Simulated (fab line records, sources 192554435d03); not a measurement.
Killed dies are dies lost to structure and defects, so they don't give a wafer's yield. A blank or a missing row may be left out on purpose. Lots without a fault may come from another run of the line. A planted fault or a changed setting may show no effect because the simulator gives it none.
Which tool did it? | flow n5_finfet | 12 lots, 36 wafers sampled, at 5 steps of a route of 1938

WHAT THE GAUGES READ, wafer by wafer
The record holds no reading of a measuring or inspecting step that can be judged against a usual standard deviation.

WHICH TOOL RAN EACH LOT (tool, then ch and the chambers of the sampled wafers, then the start)
lot  | N5_MOL_CONTACT_COAG_SPUTTER_130 | N5_MIM_BOT_ETCH_ETCH_03           | N5_PASSIVATION_SPUTTER_20    | N5_PASSIVATION_DESCUM_46           | N5_PASSIVATION_PROBE_49
L389 | pvd_sputter-03, day 5 01:49     | rie_metal-03 ch 0,1, day 11 16:13 | pvd_sputter-01, day 11 19:59 | rie_diel-02 ch 1,2,3, day 11 22:58 | -
L388 | pvd_sputter-03, day 5 01:58     | rie_metal-03 ch 1, day 11 15:11   | pvd_sputter-02, day 11 17:34 | rie_diel-04 ch 2,3, day 11 19:58   | -
L390 | pvd_sputter-03, day 5 08:14     | rie_metal-01 ch 0,1, day 11 19:34 | pvd_sputter-02, day 11 22:10 | rie_diel-06 ch 0,1,2, day 12 00:52 | -
L391 | pvd_sputter-01, day 5 21:31     | rie_metal-01 ch 0,1, day 12 14:00 | pvd_sputter-02, day 12 16:58 | rie_diel-04 ch 0,2,3, day 12 19:23 | prober-02, day 12 22:31
L393 | pvd_sputter-02, day 6 08:01     | rie_metal-01 ch 0,1, day 13 04:29 | pvd_sputter-01, day 13 07:17 | rie_diel-06 ch 1,2, day 13 10:00   | -
L394 | pvd_sputter-03, day 6 11:28     | rie_metal-03 ch 0,1, day 13 09:24 | pvd_sputter-01, day 13 12:36 | rie_diel-06 ch 1,2,3, day 13 15:05 | prober-02, day 13 18:08
L395 | pvd_sputter-03, day 6 14:19     | rie_metal-03 ch 0,1, day 13 20:55 | pvd_sputter-01, day 14 00:14 | rie_diel-06 ch 2,3, day 14 02:52   | prober-01, day 14 06:04
L399 | pvd_sputter-03, day 7 22:24     | rie_metal-03 ch 0,1, day 14 15:46 | pvd_sputter-01, day 14 18:04 | rie_diel-02 ch 0,2,3, day 14 21:37 | prober-01, day 15 00:42
L400 | pvd_sputter-03, day 8 03:01     | rie_metal-01 ch 1, day 14 12:35   | pvd_sputter-03, day 14 15:02 | rie_diel-02 ch 0,2, day 14 17:28   | prober-01, day 14 20:36
L406 | pvd_sputter-02, day 9 14:19     | rie_metal-02 ch 0,1, day 15 22:41 | pvd_sputter-01, day 16 02:58 | rie_diel-04 ch 0,2,3, day 16 06:04 | prober-01, day 16 09:06
L410 | pvd_sputter-03, day 10 13:16    | rie_metal-01 ch 0,1, day 17 09:20 | pvd_sputter-03, day 17 12:22 | rie_diel-06 ch 0,2,3, day 17 15:00 | -
L411 | pvd_sputter-01, day 10 16:32    | rie_metal-03 ch 0,1, day 17 09:29 | pvd_sputter-02, day 17 13:16 | rie_diel-06 ch 0,1,3, day 17 15:54 | prober-02, day 17 19:52
- N5_MOL_CONTACT_COAG_SPUTTER_130: material Co, target thk 47.5 nm.
- N5_MIM_BOT_ETCH_ETCH_03: etches the open film in Cl2/BCl3, target depth 12 nm.
- N5_PASSIVATION_SPUTTER_20: material TaN, target thk 50 nm.
- N5_PASSIVATION_DESCUM_46: chemistry O2, time 7.9 s.
- N5_PASSIVATION_PROBE_49

WHAT THE TOOLS THEMSELVES READ (means of the sampled wafers that have a number; where no wafer has one, the mark that the record gives instead)
N5_MOL_CONTACT_COAG_SPUTTER_130. Usual: throttle_valve_pct 30.1 %, standard deviation 0.42.
lot  | tool           | throttle_valve_pct (%) | flag
L389 | pvd_sputter-03 | 29.8                   |
L388 | pvd_sputter-03 | 29.7                   |
L390 | pvd_sputter-03 | 30.2                   |
L391 | pvd_sputter-01 | 29.7                   |
L393 | pvd_sputter-02 | 30.1                   |
L394 | pvd_sputter-03 | 30.0                   |
L395 | pvd_sputter-03 | 29.9                   |
L399 | pvd_sputter-03 | 30.0                   |
L400 | pvd_sputter-03 | 30.1                   |
L406 | pvd_sputter-02 | 30.4                   |
L410 | pvd_sputter-03 | 29.9                   |
L411 | pvd_sputter-01 | 30.1                   |

N5_MIM_BOT_ETCH_ETCH_03. Usual: drypump_motor_current_A 5.99 A, standard deviation 0.24; he_backside_leak_sccm 3.41 sccm, standard deviation 0.22; oes_product_au 0.79 a.u., standard deviation 0.11; throttle_valve_pct 27.68 %, standard deviation 0.12.
lot  | tool         | drypump_motor_current_A (A) | he_backside_leak_sccm (sccm) | oes_product_au (a.u.) | throttle_valve_pct (%) | flag
L389 | rie_metal-03 | 5.90                        | 3.42                         | 0.93                  | 27.68                  |
L388 | rie_metal-03 | 6.15                        | 3.42                         | 0.83                  | 27.50                  |
L390 | rie_metal-01 | 6.19                        | 3.40                         | 0.71                  | 27.65                  |
L391 | rie_metal-01 | 5.94                        | 3.55                         | 0.67                  | 27.63                  |
L393 | rie_metal-01 | 6.17                        | 3.41                         | 0.70                  | 27.64                  |
L394 | rie_metal-03 | 6.02                        | 3.40                         | 0.86                  | 27.60                  |
L395 | rie_metal-03 | 5.87                        | 3.49                         | 0.90                  | 27.69                  |
L399 | rie_metal-03 | 6.02                        | 3.48                         | 0.85                  | 27.61                  |
L400 | rie_metal-01 | 5.72                        | 3.44                         | 0.61                  | 27.64                  |
L406 | rie_metal-02 | 5.92                        | 3.40                         | 0.76                  | 27.73                  |
L410 | rie_metal-01 | 6.14                        | 3.44                         | 0.80                  | 27.58                  |
L411 | rie_metal-03 | 5.99                        | 3.42                         | 0.83                  | 27.62                  |

N5_PASSIVATION_SPUTTER_20. Usual: throttle_valve_pct 30.0 %, standard deviation 0.44.
lot  | tool           | throttle_valve_pct (%) | flag
L389 | pvd_sputter-01 | 30.5                   |
L388 | pvd_sputter-02 | 30.0                   |
L390 | pvd_sputter-02 | 29.8                   |
L391 | pvd_sputter-02 | 30.0                   |
L393 | pvd_sputter-01 | 29.7                   |
L394 | pvd_sputter-01 | 29.6                   |
L395 | pvd_sputter-01 | 29.7                   |
L399 | pvd_sputter-01 | 30.1                   |
L400 | pvd_sputter-03 | 30.4                   |
L406 | pvd_sputter-01 | 30.3                   |
L410 | pvd_sputter-03 | 30.1                   |
L411 | pvd_sputter-02 | 30.2                   |

N5_PASSIVATION_DESCUM_46. Usual: drypump_motor_current_A 5.6 A, standard deviation 0.55; oes_product_au 0.82 a.u., standard deviation 0.075; rf_vpp_V 243.1 V, standard deviation 1.3; showerhead_plenum_p_Torr 2.09 Torr, standard deviation 0.057; throttle_valve_pct 20.34 %, standard deviation 0.18.
lot  | tool        | drypump_motor_current_A (A) | oes_product_au (a.u.) | rf_vpp_V (V) | showerhead_plenum_p_Torr (Torr) | throttle_valve_pct (%) | flag
L389 | rie_diel-02 | 5.8                         | 0.84                  | 243.8        | 2.12                            | 20.37                  |
L388 | rie_diel-04 | 5.4                         | 0.80                  | 244.2        | 2.10                            | 20.34                  |
L390 | rie_diel-06 | 5.7                         | 0.78                  | 243.6        | 2.07                            | 20.42                  |
L391 | rie_diel-04 | 5.6                         | 0.79                  | 242.9        | 2.10                            | 20.20                  |
L393 | rie_diel-06 | 5.8                         | 0.81                  | 242.1        | 2.06                            | 20.46                  |
L394 | rie_diel-06 | 5.4                         | 0.85                  | 242.2        | 2.07                            | 20.39                  |
L395 | rie_diel-06 | 5.7                         | 0.84                  | 242.6        | 2.04                            | 20.38                  |
L399 | rie_diel-02 | 5.3                         | 0.82                  | 244.5        | 2.17                            | 20.40                  |
L400 | rie_diel-02 | 5.0                         | 0.79                  | 244.6        | 2.13                            | 20.53                  |
L406 | rie_diel-04 | 5.6                         | 0.77                  | 243.5        | 2.09                            | 20.25                  |
L410 | rie_diel-06 | 5.6                         | 0.85                  | 241.9        | 2.03                            | 20.30                  |
L411 | rie_diel-06 | 5.4                         | 0.87                  | 242.5        | 2.06                            | 20.31                  |

N5_PASSIVATION_PROBE_49. Usual: killed_at_M0_to_M3 33, standard deviation 8.9; killed_at_M4_up 15, standard deviation 5.4; killed_at_contacts 13, standard deviation 5.8; killed_at_front_end 39, standard deviation 9.9; killed_at_other 3.2, standard deviation 2.9; killed_dies 102, standard deviation 15; killed_open 68, standard deviation 12; killed_short 34, standard deviation 7.6.
lot  | tool      | killed_at_M0_to_M3 | killed_at_M4_up | killed_at_contacts | killed_at_front_end | killed_at_other | killed_dies | killed_open | killed_short | flag
L391 | prober-02 | 38                 | 15              | 8                  | 25                  | 7.7             | 94          | 62          | 30           |
L394 | prober-02 | 24                 | 15              | 11                 | 36                  | 3.0             | 89          | 58          | 30           |
L395 | prober-01 | 32                 | 10              | 14                 | 42                  | 4.0             | 102         | 62          | 40           |
L399 | prober-01 | 23                 | 17              | 84                 | 40                  | 7.7             | 172         | 65          | 32           | OFF
L400 | prober-01 | 44                 | 9               | 50                 | 37                  | 2.7             | 143         | 71          | 36           | OFF
L406 | prober-01 | 38                 | 9               | 15                 | 31                  | 3.3             | 96          | 60          | 35           |
L411 | prober-02 | 29                 | 8               | 12                 | 41                  | 1.0             | 91          | 60          | 31           |

THE ANSWER, worked out from the rows above alone
Rule: a lot is off if the mean of its wafers that have a number lies more than 3 standard deviations from the usual mean. A lot without any number at a reading at which 4 lots or more have one is off too. The other lots that the step has rows for count as sound. The gauges are gone through in route order, then the tools' own readings, and for those a lot's mean is taken as printed above. The first step at which some lot is off is used, and at that step the reading that is off furthest; a lot without a number counts as furthest.
Off: L399, L400, at N5_PASSIVATION_PROBE_49 (killed_at_contacts). Neither off nor sound, because the step has no rows for them: L389, L388, L390, L393, L410.
A tool fits if, at that step or a process step before it, it ran every lot that is off, and no sound lot after the first of them. Can't be told from this: 2 tools fit, pvd_sputter-03 at N5_MOL_CONTACT_COAG_SPUTTER_130, rie_diel-02 at N5_PASSIVATION_DESCUM_46.

WHAT THE SIMULATOR HAD PUT IN
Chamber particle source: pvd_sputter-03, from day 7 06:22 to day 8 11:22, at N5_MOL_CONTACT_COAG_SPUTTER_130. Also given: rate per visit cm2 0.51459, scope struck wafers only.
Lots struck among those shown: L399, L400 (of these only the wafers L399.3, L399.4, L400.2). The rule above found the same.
